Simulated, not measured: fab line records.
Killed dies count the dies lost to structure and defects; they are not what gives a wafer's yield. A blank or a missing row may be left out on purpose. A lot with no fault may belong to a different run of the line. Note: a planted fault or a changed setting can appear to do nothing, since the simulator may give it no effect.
fab line records	flow nand_harc
record: lots: 6	wafers: 17	last_day: 33
route steps=1302 shown A_BLC@1120
lots with no fault: from the same line, run without faults
start_h: the number of hours between the record's first day and the start of the first shown wafer of the lot	wait_h: hours from the lot's prior step to this one	" as in the row above	L1.1+2: a row that stands for several wafers	- no value present, or no start provided	* or withheld: withheld	< > ~ a bound
route shown NAME@n: NAME is a module with steps in the file, n the number in the route of the first one	usual: the fault-free wafers' mean and standard deviation	same: alike in all rows	chamber/n: place in a boat	sites: the reading at each site	_std_site: the values' standard deviation	_edge_site: inner sites' mean taken away from outer sites' mean	radius_mm: for every site, how far away it sits from the centre of the wafer	mask NAME#n: copy n	behind: tool/chamber where the wafer was last shaped	hold: the reason the lot was held/the length of the hold in hours/how it ended	device: names the non-switching transistor (n, p or np)	end of line: tests of these same wafers at the route's end	a step with no rows: only its recipe	killed: at the first sort, the dies lost to defects and structure; wafer yield is something else	map: shows each die of a wafer: x if killed, . if not, _ if none is there
set.NAME: the setting as run; set.NAME@STEP: as run at that earlier step	model.NAME: the simulator's own value behind a step, which no gauge read
lots seen at some steps along the route; tables by step, rows by wafer
services: when a tool's chamber went out of use (start_h, in hours from the record's first day, below 0 if earlier), for how many hours, and the reason
== steps ==
step: NHARC_A_BLC_DESCUM_15
recipe: time_s: 3	o2_flow_sccm: 200	ar_flow_sccm: 0	bias_power_w: 0	chemistry: O2
usual: drypump_motor_current_A: 5.6/0.44	mfc_ar_sccm: 0.007/0.008	oes_product_au: 1.003/0.012	rf_vpp_V: 57.6/0.86	showerhead_plenum_p_Torr: 1.90/0.061	throttle_valve_pct: 11.312/0.0092
lot.wafer	tool	chamber	start_h	wait_h	drypump_motor_current_A	mfc_ar_sccm	oes_product_au	rf_hours_counter_h	rf_vpp_V	showerhead_plenum_p_Torr	throttle_valve_pct
L720.1	rie_diel-07	3	533.67	0.1	5.4	0.015	1.020	3	57.6	1.93	11.302
L720.6	"	1	"	"	5.2	0.001	0.994	-	57.3	1.91	11.313
L720.5	"	2	"	"	5.9	0	1.001	-	56.6	1.89	11.311
L722.3	rie_diel-13	3	567.90	0.1	5.1	0	0.987	4	56.9	1.89	11.316
L722.4	"	3	"	"	5.1	0	0.992	-	59.8	1.89	11.304
L722.5	"	0	"	"	5.5	0.015	0.991	-	56.8	1.96	11.308
L730.1	rie_diel-07	0	643.60	0.1	6.0	0.017	1.017	10	57.4	1.83	11.305
L730.5	"	0	"	"	6.0	0.017	1.012	-	57.3	1.83	11.332
L734.2	rie_diel-13	2	658.41	0.1	5.4	0	0.993	10	56.8	1.85	11.310
L734.1	"	3	"	"	5.1	0	1.002	13	57.5	1.89	11.328
L734.4	"	0	"	"	5.5	0.015	0.977	15	58.0	1.95	11.308
L740.2	rie_diel-07	2	744.13	0.1	5.9	0	1.014	5	58.7	1.88	11.304
L740.4	"	3	"	"	5.3	0.015	1.013	6	58.3	1.92	11.312
L740.6	"	0	"	"	6.0	0.017	1.019	-	58.2	1.82	11.315
L742.2	rie_diel-08	2	744.94	0.1	5.4	0	0.991	0	57.8	1.82	11.322
L742.6	"	0	"	"	4.9	0.024	0.987	-	56.9	2.06	11.296
L742.5	"	2	"	"	5.4	0	0.990	-	57.9	1.82	11.303
step: NHARC_A_BLC_ETCH_16
recipe: target_depth_a: 390	over_etch_frac: 0.3	time_s: 65	ion_energy_ev: 80	cf4_flow_sccm: 150	ar_flow_sccm: 0	rf_w: 300	bias_w: 100	chemistry: CF4
usual: drypump_motor_current_A: 5.6/0.43	mfc_ar_sccm: 0.007/0.0081	oes_product_au: 1.003/0.012	rf_vpp_V: 151.1/1.1	showerhead_plenum_p_Torr: 1.76/0.05	throttle_valve_pct: 13.284/0.0091
lot.wafer	tool	chamber	start_h	wait_h	drypump_motor_current_A	mfc_ar_sccm	oes_product_au	rf_hours_counter_h	rf_vpp_V	showerhead_plenum_p_Torr	throttle_valve_pct
L720.1	rie_diel-07	1	533.74	0.1	5.2	0.001	0.998	3	151.9	1.76	13.277
L720.6	"	0	"	"	6.0	0.017	1.029	-	149.0	1.70	13.284
L720.5	"	1	"	"	5.2	0.001	1.001	-	152.0	1.76	13.285
L722.3	rie_diel-13	1	568.00	0.1	6.4	0.003	1.000	4	149.9	1.72	13.291
L722.4	"	1	"	"	6.4	0.003	1.000	-	151.7	1.72	13.276
L722.5	"	3	"	"	5.1	0	0.993	-	151.1	1.75	13.264
L730.1	rie_diel-07	1	643.69	0.1	5.2	0.001	1.011	9	151.2	1.76	13.272
L730.5	"	1	"	"	5.2	0.001	1.015	-	150.3	1.76	13.275
L734.1	rie_diel-13	0	658.48	0.1	5.5	0.015	0.985	15	150.8	1.80	13.284
L734.4	"	2	"	"	5.4	0	0.992	10	149.7	1.72	13.286
L734.2	"	3	"	"	5.1	0	1.005	13	152.3	1.75	13.271
L740.2	rie_diel-07	1	744.20	0.1	5.2	0.001	0.990	6	151.1	1.76	13.275
L740.4	"	0	"	"	5.9	0.017	1.008	5	149.5	1.69	13.281
L740.6	"	1	"	"	5.2	0.001	0.989	-	151.1	1.76	13.288
L742.2	rie_diel-08	3	745.04	0.1	6.2	0	1.004	3	153.2	1.89	13.283
L742.5	"	2	"	"	5.4	0	0.996	-	151.2	1.69	13.275
L742.6	"	3	"	"	6.2	0	0.998	-	154.0	1.89	13.271
step: NHARC_A_BLC_ETCH_17
recipe: target_depth_a: 3900	over_etch_frac: 0.25	time_s: 609.38	ion_energy_ev: 200	n2_flow_sccm: 150	h2_flow_sccm: 150	ar_flow_sccm: 0	rf_w: 400	bias_w: 150	chemistry: N2/H2
usual: drypump_motor_current_A: 5.6/0.44	mfc_ar_sccm: 0.007/0.008	oes_product_au: 1.003/0.011	rf_vpp_V: 430.1/2	showerhead_plenum_p_Torr: 2.03/0.066	throttle_valve_pct: 14.170/0.0084
lot.wafer	tool	chamber	start_h	wait_h	drypump_motor_current_A	mfc_ar_sccm	oes_product_au	rf_hours_counter_h	rf_vpp_V	showerhead_plenum_p_Torr	throttle_valve_pct
L720.1	rie_diel-07	1	-	-	5.2	0.001	1.010	3	428.9	2.03	14.185
L720.6	"	0	"	"	5.9	0.017	1.020	-	429.1	1.95	14.171
L720.5	"	1	"	"	5.2	0.001	1.000	-	429.0	2.03	14.165
L722.3	rie_diel-13	3	-	-	5.1	0	1.000	4	430.5	2.02	14.164
L722.5	"	1	"	"	6.4	0.003	0.996	-	427.1	1.98	14.180
L722.4	"	3	"	"	5.1	0	0.990	-	429.0	2.02	14.154
L730.1	rie_diel-07	2	-	-	5.9	0	0.996	11	429.8	2.01	14.154
L730.5	"	1	"	"	5.2	0.001	1.009	-	430.7	2.03	14.167
L734.2	rie_diel-13	2	-	-	5.4	0	0.984	10	428.8	1.97	14.159
L734.4	"	3	"	"	5.1	0	0.998	13	430.3	2.01	14.171
L734.1	"	0	"	"	5.5	0.015	0.982	15	431.5	2.08	14.183
L740.2	rie_diel-07	0	-	-	6.0	0.017	1.000	6	427.5	1.94	14.169
L740.4	"	1	"	"	5.2	0.001	0.979	6	431.6	2.03	14.183
L740.6	"	3	"	"	5.3	0.015	1.013	-	431.1	2.05	14.186
L742.2	rie_diel-08	3	-	-	6.2	0	1.003	3	433.5	2.20	14.161
L742.5	"	0	"	"	4.9	0.024	0.993	-	435.0	2.20	14.176
L742.6	"	2	"	"	5.4	0	0.997	-	428.7	1.94	14.171
step: NHARC_A_BLC_ETCH_18
recipe: target_depth_a: 9100	c4f8_flow_sccm: 20	o2_flow_sccm: 10	ar_flow_sccm: withheld	rf_w: 600	bias_w: 1500	chemistry: C4F8/O2/Ar
step: NHARC_A_BLC_CD_MEAS_19
usual: cd_nm: 99.0/2.3
lot.wafer	tool	chamber	start_h	wait_h	cd_nm
L720.1	cd_sem-01	-	534.62	-	100.6
L720.5	"	-	"	"	98.4
L720.6	"	-	"	"	101.5
L722.3	cd_sem-03	-	569.04	-	103.6
L722.4	"	-	"	"	98.8
L722.5	"	-	"	"	102.3
L730.1	cd_sem-01	-	644.57	-	99.3
L730.5	"	-	"	"	99.8
L734.1	cd_sem-03	-	659.37	-	96.4
L734.2	"	-	"	"	99.1
L734.4	"	-	"	"	98.2
L740.2	cd_sem-01	-	745.09	-	99.4
L740.4	"	-	"	"	98.2
L740.6	"	-	"	"	97.1
L742.2	cd_sem-03	-	746.07	-	100.1
L742.5	"	-	"	"	99.8
L742.6	"	-	"	"	99.8
step: NHARC_A_BLC_STRIP_29
recipe: cf4_flow_sccm: 150	ar_flow_sccm: 0	bias_w: 0	chemistry: CF4
step: NHARC_A_BLC_STRIP_21
recipe: o2_flow_sccm: 500	ar_flow_sccm: 0	bias_w: 0	chemistry: O2
usual: drypump_motor_current_A: 5.6/0.43	mfc_ar_sccm: 0.006/0.0074	oes_product_au: 1.003/0.012	rf_vpp_V: 57.6/0.84	showerhead_plenum_p_Torr: 3.48/0.076	throttle_valve_pct: 17.037/0.0099
lot.wafer	tool	chamber	start_h	wait_h	drypump_motor_current_A	mfc_ar_sccm	oes_product_au	rf_hours_counter_h	rf_vpp_V	showerhead_plenum_p_Torr	throttle_valve_pct
L720.1	rie_diel-13	1	534.82	0.1	6.4	0.003	1.002	1	57.6	3.44	17.043
L720.5	"	3	"	"	5.1	0	0.996	-	57.6	3.49	17.011
L720.6	"	0	"	"	5.5	0.015	0.990	-	56.8	3.60	17.045
L722.3	rie_diel-07	1	569.21	0.1	5.3	0.001	1.006	6	59.3	3.51	17.035
L722.4	"	3	"	"	5.3	0.015	0.999	5	58.4	3.55	17.040
L722.5	"	2	"	"	5.9	0	1.012	-	57.7	3.48	17.047
L730.1	rie_diel-13	2	644.76	0.1	5.4	0	1.006	9	57.5	3.43	17.047
L730.5	"	0	"	"	5.5	0.015	0.972	-	59.0	3.59	17.036
L734.4	rie_diel-07	0	659.55	0.1	6.0	0.017	1.004	0	59.0	3.38	17.043
L734.2	"	1	"	"	5.2	0.001	1.002	0	58.9	3.51	17.029
L734.1	"	2	"	"	5.9	0	1.001	0	57.3	3.48	17.026
L740.4	rie_diel-13	3	745.27	0.1	5.1	0	1.021	4	56.8	3.48	17.033
L740.2	"	0	"	"	5.5	0.015	0.994	5	58.8	3.59	17.013
L740.6	"	2	"	"	5.4	0	0.993	-	57.7	3.42	17.046
L742.2	rie_diel-07	3	746.28	0.1	5.3	0.015	1.007	7	57.9	3.55	17.033
L742.5	"	0	"	"	6.0	0.017	1.017	-	57.9	3.37	17.048
L742.6	"	1	"	"	5.2	0.001	0.997	-	59.1	3.51	17.029
step: NHARC_A_BLC_STRIP_22
recipe: time_s: 600	temp_c: 30	chemistry: post_etch_residue_remover
step: NHARC_A_BLC_DEGAS_30
recipe: temp_c: 300	time_s: 60
step: NHARC_A_BLC_PRE_CLEAN_31
recipe: time_s: 15	bias_v: 250	gas: Ar
step: NHARC_A_BLC_PVD_32
recipe: target_thk_a: 50	chamber_pressure_pa: 5	power_w: 5000	substrate_temp_c: 200	time_s: 17.7	material: Ti
step: NHARC_A_BLC_ALD_23
recipe: target_thk_a: 30	pulse_time_s: 1	ald_cycles: 150	temp_c: 450	material: TiN
usual: heater_power_w: 1090/110	precursor_pulse_height_rel: 1.000/0.021
lot.wafer	tool	chamber	start_h	wait_h	heater_power_w	precursor_pulse_height_rel
L720.1	ald_metal-03	3	535.46	-	1015	0.973
L720.6	"	3	"	"	1022	0.985
L720.5	"	0	"	"	1065	1.036
L722.3	ald_metal-04	1	569.92	-	1275	1.006
L722.5	"	3	"	"	1169	0.980
L722.4	"	0	"	"	1075	1.033
L730.1	ald_metal-04	2	645.44	-	878	0.981
L730.5	"	1	"	"	1283	1.020
L734.1	ald_metal-03	3	660.21	-	1079	1.011
L734.4	"	0	"	"	992	1.020
L734.2	"	2	"	"	929	0.998
L740.4	ald_metal-01	0	745.93	-	1163	1.009
L740.2	"	2	"	"	1012	1.034
L740.6	"	0	"	"	1205	1.013
L742.2	ald_metal-04	2	746.93	-	845	1.005
L742.5	"	1	"	"	1315	0.990
L742.6	"	2	"	"	874	0.999
step: NHARC_A_BLC_CVD_24
recipe: target_thk_a: 1500	temp_c: 300	pressure_torr: 40	wf6_flow_sccm: 40	h2_flow_sccm: 1600	ar_flow_sccm: 1560	time_s: 434	material: W
usual: heater_power_w: 466/33	mfc_ar_sccm: 1560/4.7	throttle_valve_pct: 8.3/0.34
lot.wafer	tool	chamber	start_h	wait_h	heater_power_w	mfc_ar_sccm	throttle_valve_pct
L720.1	cvd_w-01	1	535.66	-	427	1566	8.5
L720.5	"	1	"	"	422	1561	8.5
L720.6	"	0	"	"	502	1560	9.1
L722.3	cvd_w-01	0	570.30	-	485	1557	8.4
L722.4	"	1	"	"	416	1559	8.3
L722.5	"	1	"	"	431	1558	8.1
L730.1	cvd_w-01	0	645.73	-	468	1561	8.7
L730.5	"	0	"	"	482	1561	8.6
L734.1	cvd_w-01	1	660.42	-	413	1551	8.0
L734.2	"	0	"	"	497	1568	8.7
L734.4	"	0	"	"	478	1564	8.6
L740.2	cvd_w-02	1	746.27	-	491	1562	8.0
L740.4	"	1	"	"	504	1560	8.3
L740.6	"	1	"	"	493	1566	8.1
L742.2	cvd_w-01	0	747.11	-	502	1557	8.5
L742.6	"	0	"	"	505	1553	8.7
L742.5	"	1	"	"	431	1564	8.7
step: NHARC_A_BLC_CMP_25
recipe: t_overpolish_s: 30	target_thk_nm: 150
usual: motor_current_A: 12.2/1.6	overpolish_run_s: 30.001/0.0091	pad_life_wafers: 176/100	retaining_ring_pressure_frac: 1.001/0.0046	time_to_endpoint_s: 30/3.6
lot.wafer	tool	chamber	start_h	wait_h	motor_current_A	overpolish_run_s	pad_life_wafers	retaining_ring_pressure_frac	time_to_endpoint_s
L720.1	cmp-01	0	536.22	0.5	10.6	30.017	187	1.002	31
L720.6	"	3	"	"	10.6	29.996	-	0.997	35
L720.5	"	0	"	"	10.8	29.996	-	1.004	32
L722.4	cmp-01	3	570.69	0.2	10.6	29.990	324	1.000	28
L722.3	"	2	"	"	12.8	29.992	327	1.005	24
L722.5	"	0	"	"	10.5	30.010	-	1.007	26
L730.1	cmp-01	3	646.21	0.4	10.5	29.981	247	1.001	40
L730.5	"	3	"	"	10.3	30.007	-	1.007	39
L734.1	cmp-04	1	660.97	0.5	15.0	30.003	240	1.015	42
L734.2	"	3	"	"	11.1	30.003	242	0.994	26
L734.4	"	0	"	"	10.8	30.007	243	1.003	24
L740.2	cmp-04	1	747.16	0.7	15.2	29.992	182	1.003	30
L740.4	"	2	"	"	12.4	30.002	183	1.000	31
L740.6	"	3	"	"	11.0	29.984	-	1.002	33
L742.2	cmp-01	2	747.69	0.5	13.3	29.987	236	0.995	29
L742.5	"	0	"	"	10.3	30.000	-	0.995	29
L742.6	"	1	"	"	13.4	30.007	-	0.998	35
== services ==
tool	chamber	start_h	hours	kind
rie_diel-13	-	519.03	9.0	pm
ald_metal-04	1	519.78	13.7	repair
cmp-04	-	542.94	0.5	repair
ald_metal-04	0	544.05	3.2	repair
cvd_w-01	-	547.00	13.0	pm
rie_diel-08	-	547.65	9.0	pm
rie_diel-13	2	557.99	32.2	repair
rie_diel-13	-	578.30	0.2	repair
cmp-01	-	587.60	4.0	pm
rie_diel-08	1	600.69	6.9	repair
ald_metal-04	0	628.94	23.4	repair
rie_diel-13	3	645.19	5.3	repair
rie_diel-07	-	648.20	9.0	pm
ald_metal-04	-	652.00	10.0	pm
cmp-01	-	655.71	3.8	repair
ald_metal-04	1	684.91	5.0	repair
cmp-01	-	685.60	4.0	pm
ald_metal-04	0	689.11	13.7	repair
rie_diel-13	-	696.03	9.0	pm
rie_diel-07	2	702.83	16.4	repair
rie_diel-08	-	724.65	9.0	pm
cvd_w-01	-	728.44	13.0	pm
ald_metal-04	-	731.36	1.0	repair
rie_diel-13	3	738.64	5.4	repair
== key ==
first_sign: step: NHARC_A_BLC_CMP_25	reading: time_to_endpoint_s	direction: up	sigmas: 3	usual: *	struck: *
effect none on later readings
met_at NHARC_A_BLC_CVD_24
struck_wafers L730.1,L730.5,L734.1
tester_left_out L730,L734
onset_between 570.30 645.73
fault: kind: process_parameter_drift	tool: cvd_w-01	chamber: -	onset_h: 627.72	steps: NHARC_A_BLC_CVD_24	channel: target_thk_a	offset: *	shape: step	end_h: 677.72	scope: struck_wafers_only	acts_in: *	stated: *
tester_left_out: of these lots the tester's yield and bins aren't shown, on N5 and GAA mostly nor the transistor test; their killed dies are dies lost to structure and defects alone, not to doping, threshold or leakage, so they don't give the yield
